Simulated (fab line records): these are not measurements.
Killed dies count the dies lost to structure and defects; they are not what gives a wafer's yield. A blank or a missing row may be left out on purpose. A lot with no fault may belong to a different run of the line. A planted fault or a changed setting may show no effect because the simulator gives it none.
8D (eight disciplines) problem report, filled in by code    flow n5_finfet    the parts of the form that need people (team, actions taken, sign-off) are left out

1. WHAT IS WRONG
Mean M6_ILD_THK at N5_BEOL_M6_THK_MEAS_01: 138.9 nm over 4 wafers in 2 lots; fault-free wafers: 154.9 nm, standard deviation 2.4. That is -6.6 standard deviations from the usual mean.
Earliest sighting: wafer L804.1 on film_metro-02 at day 10 02:23. The record has a number at this step for 18 wafers belonging to 6 lots. The rule behind "out" and "out of limits": a value lying over 4 standard deviations away from the usual mean. All remaining wafers that have a number are taken as sound.

2. WHAT IT IS, AND WHAT IT ISN'T
question                     is                              is not
which readings at this step  M6_ILD_THK                      -
which lots                   L804, L812                      L801, L803, L817, L820
which wafers of those lots   L804.1, L804.6, L812.2, L812.4  L804.4, L812.1
read on which gauges         film_metro-01, film_metro-02    -
when                         from day 10 02:23               up to then (7 sound wafers); but 7 sound wafers of L812, L817, L820 came after

3. SUSPECTS, AND WHAT RULES EACH OUT
Counting: if a tool at a process step up to the reading ran every lot that is out, it stays a suspect. Sound lots after the first of them don't rule it out here, since some wafers of a struck lot are sound.
- ruled out: the gauge at N5_BEOL_M6_THK_MEAS_01. 2 gauges (film_metro-01, film_metro-02) read the wafers that are out.
- cvd_co-02 at N5_BEOL_M5_PRE_CLEAN_77 (time 15 s): kept. Ran every lot that is out, first one L804 (day 10 01:32); last sound lot up to then L801 (day 9 05:26).
- cvd_co-02 at N5_BEOL_M5_CO_CAP_78 (material Co, precursor CCTBA/H2, target thk 2 nm, time 102.1 s): kept. Ran every lot that is out, first one L804 (day 10 01:34); last sound lot up to then L801 (day 9 05:29).
- pecvd-03 at N5_BEOL_M5_DEP_56 (deposits SiCN from 3MS/NH3, target thk 8 nm, time 14 s): kept. It ran every lot that is out, first L804 (day 10 01:41).
- pecvd-02 at N5_BEOL_M6_ILD_DEP_00 (deposits SiCOH lowk from DEMS/porogen, target thk 179.75 nm, time 33.4 s): kept. Ran every lot that is out, first one L804 (day 10 01:49); last sound lot up to then L803 (day 9 18:22).
- Within pecvd-03 at N5_BEOL_M5_DEP_56: the wafers that are out ran in chambers 1, 2; their sound lot-mates ran in chamber 0.
- In pecvd-02 at N5_BEOL_M6_ILD_DEP_00, the wafers that are out were processed in chamber 1 and their sound lot-mates in chambers 0, 2.
Left after counting: cvd_co-02 at N5_BEOL_M5_PRE_CLEAN_77, cvd_co-02 at N5_BEOL_M5_CO_CAP_78, pecvd-03 at N5_BEOL_M5_DEP_56, pecvd-02 at N5_BEOL_M6_ILD_DEP_00.

4. THE CAUSE (what the simulator had put in)
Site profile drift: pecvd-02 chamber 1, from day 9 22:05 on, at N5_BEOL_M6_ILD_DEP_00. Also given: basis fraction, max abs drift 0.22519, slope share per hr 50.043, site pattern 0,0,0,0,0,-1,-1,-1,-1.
Counting leaves 4 suspects; this tool is one of them.

5. THE CHAIN OF EFFECTS, in route order
Each row: a reading where the mean over the struck wafers with a number is more than 3 standard deviations away from the usual. Only readings for which the record gives a usual standard deviation are gone through. hours: the time from each lot's start at the first step in this table that gives one to its start at this step, as a median over the lots. sigmas: the change in usual standard deviations.
hours  step                    reading     usual     on struck wafers  change  sigmas
0      N5_BEOL_M6_THK_MEAS_01  M6_ILD_THK  154.9 nm  138.9             -16.0   -6.6

6. HOW IT WOULD HAVE BEEN CAUGHT EARLIER
In this record the first reading out of limits at a measuring or inspecting step was taken at day 10 02:23, 4 hours after the fault began at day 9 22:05.
Tool readings at N5_BEOL_M6_ILD_DEP_00 with a usual standard deviation given in the record: none out on any struck wafer, hence no alarm at a limit of 4 standard deviations on them.
Lots out: 2; of these, L812 started N5_BEOL_M6_ILD_DEP_00 on pecvd-02 after day 10 02:23. A hold on the tool at that time would have spared it.
